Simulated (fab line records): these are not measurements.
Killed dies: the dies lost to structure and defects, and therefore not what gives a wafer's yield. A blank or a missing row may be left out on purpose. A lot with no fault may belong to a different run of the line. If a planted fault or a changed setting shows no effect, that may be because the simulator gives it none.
fab line records    flow n5-finfet    part 1 of 2: steps 1 to 4 of 6
[record] lots = 24  wafers = 72  last-day = 20
route steps=1938 shown BEOL_M0_SAQP@639
lots that met no fault: from a run of the same line without faults
start-h: the number of hours between the record's first day and the start of the first shown wafer of the lot    wait-h: hours elapsed since this lot's preceding step    " identical to the entry in the row above    L1.1+2: several wafers, shown together as one row    - either no value or no given start    * or withheld: withheld    < > ~ a bound
route shown NAME@n: NAME is a module with steps in the file, n the number in the route of the first one    usual: average and standard deviation across the fault-free wafers    same: alike in all rows    chamber/n: place in a boat    sites: readings site by site    _std_site: the standard deviation of these    _edge_site: the outer-site mean with the inner-site mean subtracted    radius-mm: for every site, how far away it sits from the centre of the wafer    mask NAME#n: copy n    behind: the last tool/chamber to shape the wafer    hold: the reason the lot was held/the length of the hold in hours/how it ended    device: the n, p or np transistor that did not switch    end of line: tests of these same wafers at the route's end    for a step that has no rows: nothing shown but its recipe    killed: not the wafer's yield, but the dies lost to structure and defects at the first sort    map: per-die view of a wafer (x killed, . not killed, _ where there is no die)
set.NAME: the run value of the setting; set.NAME@STEP: its run value at that earlier step    model.NAME: the simulator's own value behind a step, which no gauge read
the route's steps for a sample of lots (tables are steps, rows are wafers)
services: from which hour (start-h, from the record's first day; less than 0 if before it) a tool's chamber was out of use, for how many hours, and why
[[steps]]
[step N5_BEOL_M0_SAQP_THK_MEAS_05]
[usual] thk-nm = 60.1/0.86
lot.wafer  tool           chamber  start-h  wait-h  thk-nm
L074.1     film-metro-01  -        109.89   0.1     59.6
L074.3     "              -        "        "       59.5
L074.5     "              -        "        "       61.2
L075.2     film-metro-02  -        115.68   0.1     58.6
L075.3     "              -        "        "       59.3
L075.6     "              -        "        "       59.9
L076.1     film-metro-01  -        119.10   0.1     58.7
L076.2     "              -        "        "       59.1
L076.4     "              -        "        "       59.5
L077.2     film-metro-02  -        123.00   0.1     60.0
L077.5     "              -        "        "       60.8
L077.6     "              -        "        "       61.7
L078.1     film-metro-02  -        132.74   0.1     58.9
L078.4     "              -        "        "       60.6
L078.6     "              -        "        "       60.1
L079.1     film-metro-01  -        137.32   0.1     59.7
L079.3     "              -        "        "       58.7
L079.5     "              -        "        "       59.9
L080.1     film-metro-02  -        145.03   0.1     58.4
L080.3     "              -        "        "       58.8
L080.5     "              -        "        "       59.7
L081.2     film-metro-02  -        149.60   0.1     59.4
L081.5     "              -        "        "       60.9
L081.6     "              -        "        "       61.2
L082.2     film-metro-02  -        153.65   0.1     60.1
L082.3     "              -        "        "       60.6
L082.5     "              -        "        "       61.4
L083.3     film-metro-01  -        161.23   0.1     59.3
L083.4     "              -        "        "       61.7
L083.5     "              -        "        "       60.5
L084.2     film-metro-01  -        165.80   0.1     59.1
L084.4     "              -        "        "       60.2
L084.5     "              -        "        "       60.1
L085.2     film-metro-01  -        174.77   0.1     59.5
L085.3     "              -        "        "       60.1
L085.4     "              -        "        "       61.2
L086.2     film-metro-02  -        181.48   0.1     60.9
L086.3     "              -        "        "       60.4
L086.4     "              -        "        "       60.7
L087.1     film-metro-01  -        187.63   0.1     59.9
L087.4     "              -        "        "       60.7
L087.6     "              -        "        "       60.7
L088.1     film-metro-01  -        192.75   0.1     59.1
L088.2     "              -        "        "       59.4
L088.4     "              -        "        "       59.4
L089.2     film-metro-02  -        205.54   0.1     60.7
L089.3     "              -        "        "       60.9
L089.5     "              -        "        "       61.5
L090.2     film-metro-02  -        210.58   0.1     60.6
L090.3     "              -        "        "       60.1
L090.6     "              -        "        "       61.5
L091.1     film-metro-02  -        224.77   0.1     59.5
L091.3     "              -        "        "       59.2
L091.6     "              -        "        "       60.2
L092.1     film-metro-02  -        228.46   0.1     59.7
L092.2     "              -        "        "       59.5
L092.6     "              -        "        "       60.3
L093.3     film-metro-02  -        232.20   0.1     59.6
L093.4     "              -        "        "       61.2
L093.5     "              -        "        "       60.5
L094.1     film-metro-01  -        236.66   0.1     58.8
L094.2     "              -        "        "       60.1
L094.3     "              -        "        "       59.9
L095.4     film-metro-02  -        239.89   0.0     61.2
L095.5     "              -        "        "       60.5
L095.6     "              -        "        "       60.3
L096.2     film-metro-02  -        247.69   0.1     60.1
L096.3     "              -        "        "       60.1
L096.6     "              -        "        "       60.2
L097.1     film-metro-01  -        251.20   0.1     58.5
L097.2     "              -        "        "       58.5
L097.5     "              -        "        "       59.3
[step N5_BEOL_M0_SAQP_HM_DEP_111]
[recipe] material = SiO2  target-thk-a = 120  temp-c = 400  precursor = SiH4/N2O  pressure-torr = 0.75  rf-w = 275  time-s = 7.2
[usual] chamber-pressure-Torr = 0.7502/0.0017  heater-power-w = 749/76  rf-fwd-power-W = 272.5/1.2  showerhead-plenum-p-Torr = 8.12/0.15
lot.wafer  tool      chamber  start-h  wait-h  chamber-pressure-Torr  heater-power-w  rf-fwd-power-W  showerhead-plenum-p-Torr
L074.1     pecvd-04  1        109.93   0.0     0.7480                 751             270.0           8.14
L074.3     "         0        "        "       0.7496                 683             272.6           8.25
L074.5     "         2        "        "       0.7507                 733             272.3           8.03
L075.2     pecvd-01  1        115.72   0.0     0.7463                 928             271.4           8.38
L075.3     "         2        "        "       0.7480                 723             271.4           8.29
L075.6     "         2        "        "       0.7491                 717             270.7           8.31
L076.1     pecvd-01  1        119.14   0.0     0.7514                 861             272.4           8.36
L076.2     "         2        "        "       0.7503                 800             272.3           8.28
L076.4     "         0        "        "       0.7524                 827             271.5           8.25
L077.2     pecvd-03  1        123.03   0.0     0.7508                 711             272.6           7.94
L077.5     "         2        "        "       0.7515                 698             271.8           8.00
L077.6     "         1        "        "       0.7528                 710             273.7           7.96
L078.1     pecvd-03  2        132.78   0.0     0.7504                 720             271.8           8.00
L078.4     "         1        "        "       0.7511                 750             271.4           7.95
L078.6     "         2        "        "       0.7498                 724             273.2           8.00
L079.1     pecvd-03  2        137.36   0.0     0.7484                 755             272.7           8.00
L079.3     "         1        "        "       0.7517                 735             271.8           7.95
L079.5     "         0        "        "       0.7493                 602             270.9           7.90
L080.1     pecvd-04  1        145.07   0.0     0.7493                 650             272.0           8.14
L080.3     "         2        "        "       0.7492                 721             274.9           8.03
L080.5     "         1        "        "       0.7483                 673             272.2           8.15
L081.2     pecvd-03  1        149.64   0.0     0.7485                 817             272.3           7.94
L081.5     "         0        "        "       0.7494                 678             271.7           7.91
L081.6     "         1        "        "       0.7504                 813             271.9           7.95
L082.2     pecvd-04  0        153.69   0.0     0.7515                 758             274.1           8.21
L082.3     "         2        "        "       0.7480                 716             273.7           8.04
L082.5     "         0        "        "       0.7518                 739             273.2           8.25
L083.3     pecvd-04  1        161.27   0.0     0.7480                 739             271.9           8.15
L083.4     "         0        "        "       0.7471                 739             273.6           8.24
L083.5     "         1        "        "       0.7503                 751             270.5           8.16
L084.2     pecvd-03  0        165.84   0.0     0.7495                 657             271.2           7.91
L084.4     "         2        "        "       0.7495                 719             274.1           7.99
L084.5     "         1        "        "       0.7507                 812             271.4           7.96
L085.2     pecvd-04  1        174.80   0.0     0.7517                 775             272.3           8.16
L085.3     "         0        "        "       0.7479                 656             274.9           8.22
L085.4     "         1        "        "       0.7500                 785             272.4           8.15
L086.2     pecvd-03  1        181.52   0.0     0.7446                 804             273.1           7.95
L086.3     "         0        "        "       0.7487                 637             270.2           7.91
L086.4     "         2        "        "       0.7516                 732             273.6           8.00
L087.1     pecvd-04  0        187.67   0.0     0.7486                 804             273.7           8.24
L087.4     "         0        "        "       0.7502                 799             274.1           8.25
L087.6     "         2        "        "       0.7493                 720             272.6           8.04
L088.1     pecvd-01  1        192.78   0.0     0.7511                 909             274.3           8.38
L088.2     "         0        "        "       0.7501                 815             274.0           8.27
L088.4     "         2        "        "       0.7487                 767             271.3           8.30
L089.2     pecvd-01  0        205.58   0.0     0.7511                 777             273.9           8.25
L089.3     "         1        "        "       0.7532                 838             273.4           8.37
L089.5     "         1        "        "       0.7506                 837             273.5           8.35
L090.2     pecvd-04  0        210.62   0.0     0.7488                 780             274.1           8.20
L090.3     "         2        "        "       0.7533                 672             273.8           8.05
L090.6     "         2        "        "       0.7543                 666             274.2           8.03
L091.1     pecvd-03  0        224.81   0.0     0.7494                 607             271.4           7.92
L091.3     "         1        "        "       0.7527                 793             271.3           7.96
L091.6     "         1        "        "       0.7498                 810             271.1           7.94
L092.1     pecvd-03  1        228.50   0.0     0.7495                 763             272.0           7.93
L092.2     "         0        "        "       0.7497                 679             271.8           7.91
L092.6     "         1        "        "       0.7507                 775             271.6           7.94
L093.3     pecvd-01  1        232.23   0.0     0.7506                 939             272.3           8.38
L093.4     "         2        "        "       0.7479                 741             272.5           8.26
L093.5     "         0        "        "       0.7526                 694             272.2           8.25
L094.1     pecvd-04  0        236.70   0.0     0.7518                 774             273.5           8.23
L094.2     "         1        "        "       0.7527                 813             271.3           8.15
L094.3     "         2        "        "       0.7512                 608             273.8           8.05
L095.4     pecvd-04  2        239.95   0.1     0.7494                 664             272.6           8.09
L095.5     "         0        "        "       0.7530                 798             271.9           8.24
L095.6     "         1        "        "       0.7485                 790             272.5           8.16
L096.2     pecvd-04  0        247.73   0.0     0.7505                 769             274.2           8.23
L096.3     "         2        "        "       0.7482                 601             275.0           8.04
L096.6     "         1        "        "       0.7504                 785             273.1           8.15
L097.1     pecvd-01  2        251.23   0.0     0.7477                 748             271.6           8.28
L097.2     "         0        "        "       0.7502                 828             272.5           8.25
L097.5     "         2        "        "       0.7489                 783             270.7           8.26
[step N5_BEOL_M0_SAQP_OVL_MEAS_15]
[recipe] points-per-wafer = 44
[usual] M0_CORE_OVL = 0.0/0.79
lot.wafer  tool        chamber  start-h  wait-h  M0_CORE_OVL[nm]
L074.1     overlay-01  0        110.41   0.0     0.4
L074.3     "           0        "        "       0.3
L074.5     "           0        "        "       0.7
L075.2     overlay-01  0        116.19   0.0     -0.2
L075.3     "           0        "        "       1.6
L075.6     "           0        "        "       -0.4
L076.1     overlay-02  0        119.61   0.0     -0.5
L076.2     "           0        "        "       -1.0
L076.4     "           0        "        "       -1.7
L077.2     overlay-01  0        123.51   0.0     -0.1
L077.5     "           0        "        "       1.2
L077.6     "           0        "        "       -0.3
L078.1     overlay-02  0        133.25   0.0     0.2
L078.4     "           0        "        "       0.1
L078.6     "           0        "        "       0.1
L079.1     overlay-01  0        137.84   0.0     -1.3
L079.3     "           0        "        "       -1.4
L079.5     "           0        "        "       -0.8
L080.1     overlay-02  0        145.54   0.0     0.0
L080.3     "           0        "        "       -0.2
L080.5     "           0        "        "       0.8
L081.2     overlay-01  0        150.12   0.0     0.4
L081.5     "           0        "        "       0.1
L081.6     "           0        "        "       -0.3
L082.2     overlay-02  0        154.16   0.0     -0.1
L082.3     "           0        "        "       -1.1
L082.5     "           0        "        "       0.2
L083.3     overlay-02  0        161.62   0.0     -0.9
L083.4     "           0        "        "       -0.6
L083.5     "           0        "        "       -0.7
L084.2     overlay-01  0        166.19   0.0     -1.1
L084.4     "           0        "        "       -0.9
L084.5     "           0        "        "       0.3
L085.2     overlay-02  0        175.28   0.0     -0.1
L085.3     "           0        "        "       0.7
L085.4     "           0        "        "       0.2
L086.2     overlay-02  0        181.99   0.0     0.7
L086.3     "           0        "        "       1.5
L086.4     "           0        "        "       1.7
L087.1     overlay-01  0        188.04   0.0     0.8
L087.4     "           0        "        "       0.7
L087.6     "           0        "        "       0.6
L088.1     overlay-01  0        193.13   0.0     -1.1
L088.2     "           0        "        "       -0.4
L088.4     "           0        "        "       -0.4
L089.2     overlay-01  0        206.08   0.0     -2.2
L089.3     "           0        "        "       -0.6
L089.5     "           0        "        "       -0.3
L090.2     overlay-01  0        210.97   0.0     -0.1
L090.3     "           0        "        "       1.5
L090.6     "           0        "        "       -0.7
L091.1     overlay-01  0        225.21   0.0     -0.2
L091.3     "           0        "        "       0.3
L091.6     "           0        "        "       -1.0
L092.1     overlay-01  0        229.00   0.0     0.3
L092.2     "           0        "        "       -0.7
L092.6     "           0        "        "       0.0
L093.3     overlay-01  0        232.71   0.0     -1.7
L093.4     "           0        "        "       0.7
L093.5     "           0        "        "       0.1
L094.1     overlay-01  0        237.18   0.0     -0.3
L094.2     "           0        "        "       -1.1
L094.3     "           0        "        "       -0.6
L095.4     overlay-02  0        240.28   0.0     0.9
L095.5     "           0        "        "       0.3
L095.6     "           0        "        "       -0.6
L096.2     overlay-01  0        248.08   0.0     -0.1
L096.3     "           0        "        "       0.2
L096.6     "           0        "        "       -0.4
L097.1     overlay-01  0        251.71   0.0     1.0
L097.2     "           0        "        "       0.4
L097.5     "           0        "        "       0.5
[step N5_BEOL_M0_SAQP_DESCUM_19]
[recipe] chemistry = O2  time-s = 7.9  source-power-w = 50  bias-power-w = 20  pressure-mtorr = 20  rf-frequency-hz = 2.712e+07  temp-c = 40  resist = CAR-ArF  o2-flow-sccm = 225
[usual] drypump-motor-current-A = 5.6/0.47  o2-flow-sccm = 224.9/0.61  oes-product-au = 0.80/0.095  rf-fwd-power-W = 49.35/0.22  rf-vpp-V = 243.2/1.5  showerhead-plenum-p-Torr = 2.10/0.079  throttle-valve-pct = 20.45/0.21
lot.wafer  tool         chamber  start-h  wait-h  drypump-motor-current-A  o2-flow-sccm  oes-product-au  rf-fwd-power-W  rf-hours-counter-h  rf-vpp-V  showerhead-plenum-p-Torr  throttle-valve-pct
L074.1     rie-diel-06  1        110.47   0.0     5.6                      225.4         0.72            49.45           190                 244.3     2.17                      20.82
L074.3     "            0        "        "       5.2                      225.1         0.68            49.24           246                 243.4     2.06                      20.53
L074.5     "            0        "        "       5.2                      224.9         0.67            49.29           -                   242.9     2.06                      20.53
L075.2     rie-diel-02  2        116.25   0.0     6.0                      224.4         0.75            49.34           145                 243.5     2.20                      20.53
L075.3     "            3        "        "       5.8                      225.1         0.80            49.00           72                  242.1     2.03                      20.71
L075.6     "            3        "        "       5.8                      225.1         0.80            49.02           -                   241.5     2.03                      20.73
L076.1     rie-diel-02  1        119.86   0.2     6.3                      224.4         0.95            49.54           6                   242.3     2.14                      20.18
L076.2     "            3        "        "       5.8                      225.8         0.81            48.98           73                  242.3     2.03                      20.71
L076.4     "            0        "        "       5.6                      226.1         0.99            49.51           1                   242.6     2.07                      20.34
L077.2     rie-diel-06  3        123.57   0.0     5.4                      224.9         0.71            49.29           187                 242.5     2.07                      20.60
L077.5     "            2        "        "       6.4                      224.9         0.76            49.51           -                   241.4     2.01                      20.27
L077.6     "            1        "        "       5.6                      225.8         0.72            49.44           -                   244.3     2.17                      20.84
L078.1     rie-diel-02  2        133.31   0.0     6.0                      225.2         0.74            49.41           150                 243.4     2.19                      20.53
L078.4     "            1        "        "       6.3                      225.2         0.94            49.41           11                  243.0     2.14                      20.15
L078.6     "            1        "        "       6.3                      224.7         0.93            49.49           -                   244.3     2.14                      20.17
L079.1     rie-diel-06  1        137.97   0.1     5.6                      224.7         0.71            49.90           201                 246.0     2.17                      20.84
L079.3     "            0        "        "       5.2                      224.9         1.00            49.56           1                   243.4     2.06                      20.23
L079.5     "            2        "        "       6.5                      224.5         0.75            49.67           -                   242.3     2.01                      20.28
L080.1     rie-diel-06  3        145.68   0.1     5.5                      224.3         0.70            49.42           195                 241.8     2.07                      20.61
L080.3     "            2        "        "       6.4                      225.8         0.75            49.33           154                 241.7     2.01                      20.28
L080.5     "            2        "        "       6.4                      225.0         0.75            49.35           -                   241.7     2.01                      20.27
L081.2     rie-diel-02  2        150.31   0.2     6.0                      224.9         0.74            49.48           154                 245.8     2.19                      20.55
L081.5     "            3        "        "       5.8                      225.2         0.80            49.15           -                   242.6     2.03                      20.73
L081.6     "            0        "        "       5.7                      224.1         0.95            49.40           -                   242.2     2.07                      20.36
L082.2     rie-diel-03  0        154.22   0.0     4.8                      224.3         0.86            49.31           34                  242.6     2.05                      20.21
L082.3     "            2        "        "       5.3                      224.3         0.70            49.41           230                 239.8     1.98                      20.63
L082.5     "            3        "        "       5.5                      224.4         0.94            49.17           -                   245.2     2.24                      20.24
L083.3     rie-diel-03  3        161.79   0.1     5.5                      224.3         0.94            48.78           9                   245.0     2.24                      20.24
L083.4     "            2        "        "       5.3                      224.8         0.70            49.63           232                 241.0     1.98                      20.64
L083.5     "            1        "        "       6.1                      225.6         0.72            49.42           -                   244.6     2.16                      20.50
L084.2     rie-diel-03  0        166.25   0.0     4.8                      225.1         0.84            49.30           38                  243.8     2.05                      20.19
L084.4     "            3        "        "       5.5                      225.1         0.94            49.17           10                  245.6     2.24                      20.22
L084.5     "            0        "        "       4.7                      225.5         0.86            49.51           -                   240.5     2.05                      20.20
L085.2     rie-diel-03  3        175.43   0.1     5.5                      225.1         0.94            49.06           12                  245.0     2.24                      20.25
L085.3     "            0        "        "       4.7                      226.8         0.85            49.25           40                  243.4     2.05                      20.21
L085.4     "            2        "        "       5.3                      225.2         0.70            49.37           235                 241.8     1.98                      20.64
L086.2     rie-diel-03  0        182.05   0.0     4.8                      224.9         0.84            49.38           42                  240.9     2.05                      20.20
L086.3     "            2        "        "       5.3                      223.9         0.71            49.65           237                 238.5     1.98                      20.64
L086.4     "            1        "        "       6.0                      225.3         0.72            49.69           219                 244.5     2.16                      20.52
L087.1     rie-diel-03  2        188.10   0.0     5.3                      223.9         0.70            49.70           239                 242.3     1.98                      20.67
L087.4     "            1        "        "       6.0                      225.7         0.70            49.50           221                 243.9     2.16                      20.50
L087.6     "            1        "        "       6.0                      225.1         0.71            49.58           -                   244.4     2.15                      20.50
L088.1     rie-diel-06  3        193.19   0.0     5.5                      224.5         0.69            49.49           207                 243.1     2.06                      20.62
L088.2     "            2        "        "       6.5                      224.3         0.74            49.50           165                 241.5     2.01                      20.26
L088.4     "            1        "        "       5.6                      225.8         0.71            49.48           217                 243.1     2.16                      20.86
L089.2     rie-diel-06  0        206.14   0.0     5.2                      225.5         0.93            49.23           17                  243.1     2.06                      20.26
L089.3     "            1        "        "       5.6                      225.1         0.70            49.66           219                 244.9     2.16                      20.88
L089.5     "            2        "        "       6.4                      225.6         0.73            49.42           -                   240.3     2.01                      20.31
L090.2     rie-diel-03  0        211.04   0.0     4.7                      225.8         0.83            49.46           49                  243.1     2.05                      20.23
L090.3     "            2        "        "       5.3                      224.1         0.70            49.28           245                 241.0     1.98                      20.66
L090.6     "            1        "        "       6.0                      224.7         0.71            49.22           -                   244.2     2.15                      20.53
L091.1     rie-diel-02  0        225.47   0.2     5.6                      224.0         0.90            49.30           32                  242.1     2.06                      20.38
L091.3     "            3        "        "       5.8                      224.6         0.77            49.42           102                 242.3     2.02                      20.75
L091.6     "            2        "        "       6.0                      224.3         0.73            49.72           -                   244.7     2.18                      20.58
L092.1     rie-diel-06  3        229.06   0.0     5.4                      224.9         0.70            49.44           215                 242.6     2.06                      20.66
L092.2     "            0        "        "       5.2                      225.6         0.92            49.34           23                  243.9     2.05                      20.25
L092.6     "            0        "        "       5.2                      224.1         0.91            49.26           -                   242.9     2.05                      20.26
L093.3     rie-diel-03  0        233.21   0.5     4.7                      224.1         0.82            49.62           56                  242.9     2.04                      20.23
L093.4     "            3        "        "       5.5                      225.4         0.89            49.15           -                   244.7     2.23                      20.26
L093.5     "            0        "        "       4.7                      224.7         0.83            49.42           -                   242.5     2.04                      20.23
L094.1     rie-diel-03  0        237.23   0.0     4.7                      225.3         0.83            49.29           58                  243.6     2.04                      20.25
L094.2     "            3        "        "       5.5                      224.7         0.89            48.73           30                  244.5     2.23                      20.26
L094.3     "            1        "        "       6.0                      224.8         0.71            49.38           236                 243.6     2.15                      20.53
L095.4     rie-diel-02  2        240.35   0.0     6.0                      224.1         0.73            49.32           -                   244.0     2.18                      20.58
L095.5     "            0        "        "       5.6                      224.6         0.90            49.42           -                   242.6     2.06                      20.40
L095.6     "            3        "        "       5.8                      224.8         0.77            48.90           -                   242.4     2.02                      20.78
L096.2     rie-diel-03  2        248.13   0.0     5.4                      225.9         0.98            49.28           2                   247.5     2.24                      20.37
L096.3     "            0        "        "       4.8                      224.3         0.81            49.52           63                  243.3     2.04                      20.27
L096.6     "            3        "        "       5.5                      223.8         0.88            48.77           -                   245.8     2.23                      20.29
L097.1     rie-diel-02  0        251.77   0.0     5.6                      224.6         0.87            49.26           44                  242.5     2.05                      20.39
L097.2     "            2        "        "       6.0                      225.2         0.71            49.29           187                 242.9     2.18                      20.59
L097.5     "            3        "        "       5.8                      224.5         0.76            49.34           -                   242.7     2.02                      20.76
